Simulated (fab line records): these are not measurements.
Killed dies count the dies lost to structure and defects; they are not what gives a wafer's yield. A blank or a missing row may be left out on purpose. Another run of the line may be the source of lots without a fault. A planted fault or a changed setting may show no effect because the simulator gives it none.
Chamber matching	flow nandHarc	NHARC_A_BLC_STRIP_21 on rieDiel-03 has 4 sister chambers
The step strips in O2. 22 wafers are shown with their chamber, then 11 later ones without.

EACH WAFER AND ITS CHAMBER
wafer	chamber	showerheadPlenumPTorr (Torr)	drypumpMotorCurrentA (A)	oesProductAu (a.u.)
L077.1	0	3.49	5.6	1.025
L077.4	3	3.77	4.9	1.000
L077.5	0	3.49	5.6	1.012
L078.3	1	3.48	5.5	0.986
L078.5	2	3.66	4.9	0.980
L078.6	3	3.77	4.9	0.981
L081.2	1	3.48	5.5	0.975
L081.4	2	3.66	4.9	0.979
L081.5	0	3.48	5.6	1.010
L083.2	1	3.48	5.5	0.968
L083.3	3	3.76	4.8	0.993
L083.4	1	3.48	5.5	0.967
L085.1	0	3.48	5.6	1.015
L085.2	1	3.48	5.5	0.971
L085.3	3	3.76	4.9	0.997
L087.1	2	3.66	4.9	0.979
L087.4	0	3.48	5.6	1.025
L087.6	3	3.76	4.8	0.992
L088.1	2	3.66	4.9	0.986
L088.2	0	3.48	5.6	1.013
L088.4	1	3.48	5.5	0.978
L089.2	0	3.48	5.6	1.002

SIGNATURES (means of the wafers above)
reading	chamber 0	chamber 1	chamber 2	chamber 3	scatter within a chamber
showerheadPlenumPTorr	3.4829	3.4800	3.6600	3.7640	0.00382
drypumpMotorCurrentA	5.600	5.500	4.900	4.860	0.0258
oesProductAu	1.01457	0.97417	0.98100	0.99260	0.00709
Rule: for each reading, subtract the chamber's mean from the wafer's reading, divide by that reading's scatter and square the result; add these up over the readings and take the root, which gives the wafer's distance from the chamber. If the next closest chamber is less than 2 further off than the closest, the wafer can't be placed; otherwise it belongs to the closest. The scatter: the root of (the sum of the squares of (reading less its chamber's mean) over the shown wafers, divided by (wafers less chambers)).

WAFERS WITHOUT THEIR CHAMBER
wafer	showerheadPlenumPTorr (Torr)	drypumpMotorCurrentA (A)	oesProductAu (a.u.)
L089.3	3.66	4.9	0.973
L089.5	3.66	4.9	0.978
L092.3	3.48	5.6	1.005
L092.5	3.48	5.6	1.005
L092.6	3.48	5.5	0.984
L091.2	3.48	5.6	1.007
L091.4	3.66	4.9	0.968
L091.5	3.48	5.6	1.005
L093.2	3.66	4.9	0.981
L093.3	3.48	5.6	1.007
L093.4	3.76	4.8	0.984

WHICH CHAMBER EACH ONE RAN IN
wafer	from the rows above	in truth
L089.3	2	2
L089.5	2	2
L092.3	0	0
L092.5	0	0
L092.6	1	1
L091.2	0	0
L091.4	2	2
L091.5	0	0
L093.2	2	2
L093.3	0	0
L093.4	3	3
11 of 11 placed correctly. Can't be placed from these rows: 0. Placed wrongly: 0.
